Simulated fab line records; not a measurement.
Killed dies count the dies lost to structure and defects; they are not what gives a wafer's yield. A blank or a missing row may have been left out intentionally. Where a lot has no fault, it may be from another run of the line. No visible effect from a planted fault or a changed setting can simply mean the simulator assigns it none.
fab line records | flow nand_harc | part 2 of 2: steps 24 to 36 of 36
record lots=5 | wafers=15 | last_day=23
route steps=1159 shown A_M1@1034 A_BONDPAD@1059
lots with no fault: from the same line, run without faults
start_h: hours from the record's first day to the start of the lot's first wafer shown | wait_h: how many hours have passed since the lot's step before this one | " unchanged from the row above | L1.1+2: one row covering several wafers at once | - value missing, or start not given | * or withheld: withheld | < > ~ a bound
route shown NAME@n: names a module that has steps shown in the file, with the first one's number in the route | usual: mean and standard deviation over wafers with no fault | same: alike in all rows | chamber/n: place in a boat | sites: the reading at each site | _std_site: standard deviation of those values | _edge_site: inner sites' mean taken away from outer sites' mean | radius_mm: how far each site lies from the wafer's centre | mask NAME#n: copy n | behind: the tool/chamber that last shaped the wafer | hold: why the lot was held/for how many hours/how that ended | device: transistor that didn't switch, given as n, p or np | end of line: the tests these same wafers got at the end of their route | for a step that has no rows: nothing shown but its recipe | killed: at the first sort, the dies lost to defects and structure; wafer yield is something else | map: dies across one wafer; x = killed, . = not, _ = none there
set.NAME: the setting as run; set.NAME@STEP: as run at that earlier step | model.NAME: the simulator's own value behind a step, which no gauge read
lots seen at some steps along the route; tables by step, rows by wafer
services: the hour from which a tool's chamber was out of use, counted from the record's first day as start_h (under 0 if before that day), plus the number of hours and why
## steps
# step NHARC_A_M1_DEP_33
# recipe target_thk_a=300 | temp_c=370 | target_thk_nm=30 | pressure_torr=3 | flow_sccm=200 | rf_w=450 | material=SiCN
# usual heater_power_w=567/93
lot.wafer | tool     | chamber | start_h | wait_h | heater_power_w | since_wet_clean_h
L076.3    | pecvd-01 | 0       | 415.09  | 0.1    | 727            | 165
L076.6    | "        | 1       | "       | "      | 553            | -
L076.4    | "        | 2       | "       | "      | 649            | -
L075.1    | pecvd-03 | 1       | 415.33  | 0.1    | 566            | 110
L075.3    | "        | 2       | "       | "      | 432            | 110
L075.2    | "        | 0       | "       | "      | 745            | 110
L082.5    | pecvd-03 | 1       | 464.86  | 0.2    | 565            | -
L082.4    | "        | 2       | "       | "      | 406            | -
L082.6    | "        | 0       | "       | "      | 706            | -
L090.3    | pecvd-03 | 0       | 514.60  | 0.1    | 646            | 28
L090.5    | "        | 0       | "       | "      | 660            | -
L090.6    | "        | 1       | "       | "      | 555            | -
L089.3    | pecvd-01 | 0       | 517.18  | 0.1    | 706            | 86
L089.4    | "        | 1       | "       | "      | 496            | -
L089.6    | "        | 2       | "       | "      | 545            | -
# step NHARC_A_BONDPAD_DEP_00
# recipe target_thk_a=2500 | temp_c=370 | target_thk_nm=250 | pressure_torr=3 | flow_sccm=200 | rf_w=450 | material=SiCN
# usual heater_power_w=589/68
lot.wafer | tool     | chamber | start_h | wait_h | heater_power_w | since_wet_clean_h
L076.3    | pecvd-01 | 2       | -       | -      | 633            | 166
L076.6    | "        | 0       | "       | "      | 737            | -
L076.4    | "        | 1       | "       | "      | 592            | -
L075.3    | pecvd-02 | 0       | 415.94  | -      | 482            | 69
L075.2    | "        | 1       | "       | "      | 526            | 69
L075.1    | "        | 2       | "       | "      | 561            | 69
L082.4    | pecvd-01 | 0       | 465.49  | -      | 718            | -
L082.5    | "        | 2       | "       | "      | 579            | -
L082.6    | "        | 0       | "       | "      | 706            | -
L090.3    | pecvd-01 | 2       | 515.23  | -      | 552            | 84
L090.5    | "        | 2       | "       | "      | 556            | -
L090.6    | "        | 0       | "       | "      | 677            | -
L089.3    | pecvd-01 | 2       | -       | -      | 585            | 87
L089.4    | "        | 0       | "       | "      | 738            | -
L089.6    | "        | 2       | "       | "      | 591            | -
# step NHARC_A_BONDPAD_CMP_29
# recipe target_thk_nm=200 | material=SiCN
# usual motor_current_A=11.9/0.81 | slurry_flow_ml_min=150.0/0.44
lot.wafer | tool   | chamber | start_h | wait_h | motor_current_A | slurry_flow_ml_min
L076.3    | cmp-01 | 3       | 416.29  | -      | 12.4            | 149.8
L076.4    | "      | 0       | "       | "      | 11.2            | 150.4
L076.6    | "      | 2       | "       | "      | 10.5            | 150.0
L075.1    | cmp-04 | 3       | 416.35  | -      | 12.5            | 150.0
L075.2    | "      | 1       | "       | "      | 11.2            | 150.1
L075.3    | "      | 2       | "       | "      | 12.2            | 149.7
L082.4    | cmp-03 | 0       | 465.88  | 0.3    | 11.9            | 149.6
L082.5    | "      | 2       | "       | "      | 11.7            | 150.1
L082.6    | "      | 3       | "       | "      | 11.6            | 149.5
L090.3    | cmp-01 | 2       | 515.64  | -      | 10.3            | 149.3
L090.6    | "      | 0       | "       | "      | 11.7            | 150.7
L090.5    | "      | 1       | "       | "      | 13.8            | 149.9
L089.4    | cmp-04 | 3       | 518.23  | -      | 11.7            | 149.6
L089.3    | "      | 1       | "       | "      | 11.5            | 149.8
L089.6    | "      | 3       | "       | "      | 11.6            | 149.4
# step NHARC_A_BONDPAD_THK_MEAS_30
# recipe thk_meas_gauge=ellipsometry
# usual thk_nm=200.1/1.5
lot.wafer | tool          | chamber | start_h | wait_h | thk_nm
L076.3    | film_metro-02 | -       | 416.49  | 0.2    | 198.7
L076.4    | "             | -       | "       | "      | 202.6
L076.6    | "             | -       | "       | "      | 199.5
L075.1    | film_metro-02 | -       | 416.60  | 0.2    | 201.3
L075.2    | "             | -       | "       | "      | 200.4
L075.3    | "             | -       | "       | "      | 200.7
L082.4    | film_metro-01 | -       | 466.09  | 0.2    | 197.7
L082.5    | "             | -       | "       | "      | 197.9
L082.6    | "             | -       | "       | "      | 199.1
L090.3    | film_metro-02 | -       | 515.84  | 0.2    | 201.0
L090.5    | "             | -       | "       | "      | 199.5
L090.6    | "             | -       | "       | "      | 201.7
L089.3    | film_metro-01 | -       | 518.46  | 0.2    | 202.3
L089.4    | "             | -       | "       | "      | 199.5
L089.6    | "             | -       | "       | "      | 202.0
# step NHARC_A_BONDPAD_SRD_31
lot.wafer  | tool         | chamber | start_h | wait_h
L076.6+3+4 | wet_bench-08 | 2,4,6   | 416.53  | 0.0
L075.1+3+2 | wet_bench-08 | 1,5,6   | 416.64  | 0.0
L082.6+4+5 | wet_bench-10 | 7,1,2   | 466.13  | 0.0
L090.6+3+5 | wet_bench-10 | 7,0,2   | 515.89  | 0.0
L089.3+4+6 | wet_bench-08 | 4,5,7   | 518.50  | 0.0
# step NHARC_A_BONDPAD_DEHYDRATE_01
# recipe temp_c=150 | time_s=120
# usual heater_power_total_W=182.4/1.2
lot.wafer | tool           | chamber | start_h | wait_h | heater_power_total_W
L076.3    | litho_track-02 | 0       | 416.61  | 0.1    | 182.8
L076.4    | "              | 0       | "       | "      | 181.2
L076.6    | "              | 0       | "       | "      | 182.3
L075.1    | litho_track-02 | 0       | 416.73  | 0.1    | 182.1
L075.2    | "              | 0       | "       | "      | 182.3
L075.3    | "              | 0       | "       | "      | 182.6
L082.4    | litho_track-03 | 0       | 466.21  | 0.1    | 182.0
L082.5    | "              | 0       | "       | "      | 182.4
L082.6    | "              | 0       | "       | "      | 180.9
L090.3    | litho_track-05 | 0       | 515.97  | 0.1    | 180.5
L090.5    | "              | 0       | "       | "      | 181.3
L090.6    | "              | 0       | "       | "      | 181.7
L089.3    | litho_track-03 | 0       | 518.58  | 0.1    | 182.4
L089.4    | "              | 0       | "       | "      | 181.1
L089.6    | "              | 0       | "       | "      | 183.8
# step NHARC_A_BONDPAD_HMDS_02
# recipe time_s=30
lot.wafer  | tool           | chamber | start_h | wait_h
L076.3+4+6 | litho_track-02 | 0       | -       | -
L075.1+2+3 | litho_track-02 | 0       | -       | -
L082.4+5+6 | litho_track-03 | 0       | -       | -
L090.3+5+6 | litho_track-05 | 0       | -       | -
L089.3+4+6 | litho_track-03 | 0       | -       | -
# step NHARC_A_BONDPAD_COAT_33
# recipe temp_c=200 | time_s=65
# usual heater_power_total_W=386.2/1.3
lot.wafer | tool           | chamber | start_h | wait_h | heater_power_total_W
L076.3    | litho_track-02 | 0       | -       | -      | 387.5
L076.4    | "              | 0       | "       | "      | 387.0
L076.6    | "              | 0       | "       | "      | 385.3
L075.1    | litho_track-02 | 0       | -       | -      | 384.4
L075.2    | "              | 0       | "       | "      | 386.3
L075.3    | "              | 0       | "       | "      | 387.7
L082.4    | litho_track-03 | 0       | -       | -      | 385.4
L082.5    | "              | 0       | "       | "      | 388.0
L082.6    | "              | 0       | "       | "      | 388.0
L090.3    | litho_track-05 | 0       | -       | -      | 387.0
L090.5    | "              | 0       | "       | "      | 385.9
L090.6    | "              | 0       | "       | "      | 386.4
L089.3    | litho_track-03 | 0       | -       | -      | 385.6
L089.4    | "              | 0       | "       | "      | 386.8
L089.6    | "              | 0       | "       | "      | 384.8
# step NHARC_A_BONDPAD_COAT_03
# recipe spin_rpm=2000 | resist_thk_nm=600
lot.wafer  | tool           | chamber | start_h | wait_h
L076.3+4+6 | litho_track-02 | 0       | -       | -
L075.1+2+3 | litho_track-02 | 0       | -       | -
L082.4+5+6 | litho_track-03 | 0       | -       | -
L090.3+5+6 | litho_track-05 | 0       | -       | -
L089.3+4+6 | litho_track-03 | 0       | -       | -
# step NHARC_A_BONDPAD_SOFTBAKE_04
# recipe temp_c=125 | time_s=70
# usual heater_power_total_W=200.8/1.3
lot.wafer | tool           | chamber | start_h | wait_h | heater_power_total_W
L076.3    | litho_track-02 | 0       | -       | -      | 202.5
L076.4    | "              | 0       | "       | "      | 202.6
L076.6    | "              | 0       | "       | "      | 199.1
L075.1    | litho_track-02 | 0       | -       | -      | 202.6
L075.2    | "              | 0       | "       | "      | 202.6
L075.3    | "              | 0       | "       | "      | 200.6
L082.4    | litho_track-03 | 0       | -       | -      | 202.5
L082.5    | "              | 0       | "       | "      | 202.0
L082.6    | "              | 0       | "       | "      | 202.4
L090.3    | litho_track-05 | 0       | -       | -      | 199.0
L090.5    | "              | 0       | "       | "      | 200.4
L090.6    | "              | 0       | "       | "      | 200.4
L089.3    | litho_track-03 | 0       | -       | -      | 202.4
L089.4    | "              | 0       | "       | "      | 199.1
L089.6    | "              | 0       | "       | "      | 199.5
# step NHARC_A_BONDPAD_EBR_05
lot.wafer  | tool           | chamber | start_h | wait_h
L076.3+4+6 | litho_track-02 | 0       | -       | -
L075.1+2+3 | litho_track-02 | 0       | -       | -
L082.4+5+6 | litho_track-03 | 0       | -       | -
L090.3+5+6 | litho_track-05 | 0       | -       | -
L089.3+4+6 | litho_track-03 | 0       | -       | -
# step NHARC_A_BONDPAD_EXPOSE_06
# recipe na=0.55 | dose_mj=36.99 | mask_id=A_BPAD
# usual stage_vel_mm_s=499.99/0.25
lot.wafer | tool           | chamber | start_h | wait_h | mask     | stage_vel_mm_s
L076.3    | krf_scanner-02 | 0       | 416.91  | -      | A_BPAD#0 | 500.08
L076.4    | "              | 0       | "       | "      | A_BPAD#0 | 499.72
L076.6    | "              | 0       | "       | "      | A_BPAD#0 | 500.29
L075.1    | krf_scanner-03 | 0       | 417.06  | -      | A_BPAD#0 | 499.90
L075.2    | "              | 0       | "       | "      | A_BPAD#0 | 499.92
L075.3    | "              | 0       | "       | "      | A_BPAD#0 | 499.91
L082.4    | krf_scanner-03 | 0       | 466.52  | -      | A_BPAD#0 | 500.05
L082.5    | "              | 0       | "       | "      | A_BPAD#0 | 500.11
L082.6    | "              | 0       | "       | "      | A_BPAD#0 | 500.40
L090.3    | krf_scanner-04 | 0       | 516.28  | -      | A_BPAD#0 | 499.95
L090.5    | "              | 0       | "       | "      | A_BPAD#0 | 499.88
L090.6    | "              | 0       | "       | "      | A_BPAD#0 | 499.76
L089.3    | krf_scanner-03 | 0       | 518.88  | -      | A_BPAD#0 | 499.94
L089.4    | "              | 0       | "       | "      | A_BPAD#0 | 500.22
L089.6    | "              | 0       | "       | "      | A_BPAD#0 | 500.07
# step NHARC_A_BONDPAD_PEB_07
# recipe peb_temp_c=128 | peb_time_s=80
# usual heater_power_total_W=189.8/0.82
lot.wafer | tool           | chamber | start_h | wait_h | heater_power_total_W
L076.3    | litho_track-02 | 0       | 416.97  | 0.1    | 190.1
L076.4    | "              | 0       | "       | "      | 189.0
L076.6    | "              | 0       | "       | "      | 188.6
L075.1    | litho_track-02 | 0       | 417.13  | 0.1    | 190.8
L075.2    | "              | 0       | "       | "      | 190.7
L075.3    | "              | 0       | "       | "      | 188.5
L082.4    | litho_track-02 | 0       | 466.57  | 0.0    | 189.5
L082.5    | "              | 0       | "       | "      | 190.8
L082.6    | "              | 0       | "       | "      | 189.4
L090.3    | litho_track-05 | 0       | 516.33  | 0.1    | 189.5
L090.5    | "              | 0       | "       | "      | 188.6
L090.6    | "              | 0       | "       | "      | 190.6
L089.3    | litho_track-05 | 0       | 518.94  | 0.1    | 189.3
L089.4    | "              | 0       | "       | "      | 189.8
L089.6    | "              | 0       | "       | "      | 190.9
## services
tool           | chamber | start_h | hours | kind
litho_track-03 | -       | 388.00  | 7.0   | pm
pvd_sputter-02 | -       | 392.02  | 10.0  | pm
cmp-01         | -       | 395.10  | 2.0   | repair
rie_diel-07    | -       | 405.20  | 9.0   | pm
wet_bench-08   | -       | 406.40  | 8.0   | pm
litho_track-05 | -       | 412.00  | 7.0   | pm
pvd_sputter-02 | -       | 415.97  | 2.9   | repair
pecvd-01       | -       | 418.00  | 13.0  | pm
rie_diel-10    | 0       | 421.64  | 12.1  | repair
wet_bench-10   | -       | 423.24  | 8.0   | pm
rie_diel-07    | 1       | 434.86  | 5.7   | repair
litho_track-01 | -       | 443.01  | 7.0   | pm
wet_bench-08   | -       | 447.64  | 3.4   | repair
rie_diel-07    | -       | 454.25  | 0.5   | repair
pvd_sputter-03 | -       | 458.00  | 10.0  | pm
pecvd-01       | 1       | 462.62  | 10.6  | repair
rie_diel-10    | 0       | 469.51  | 3.1   | repair
pecvd-03       | -       | 473.41  | 13.0  | pm
rie_diel-10    | 0       | 476.35  | 1.3   | repair
rie_diel-07    | -       | 476.56  | 0.8   | repair
pvd_sputter-02 | -       | 487.12  | 0.6   | repair
rie_diel-07    | -       | 503.83  | 0.5   | repair
pvd_sputter-03 | -       | 509.94  | 3.9   | repair
litho_track-02 | -       | 515.00  | 7.0   | pm
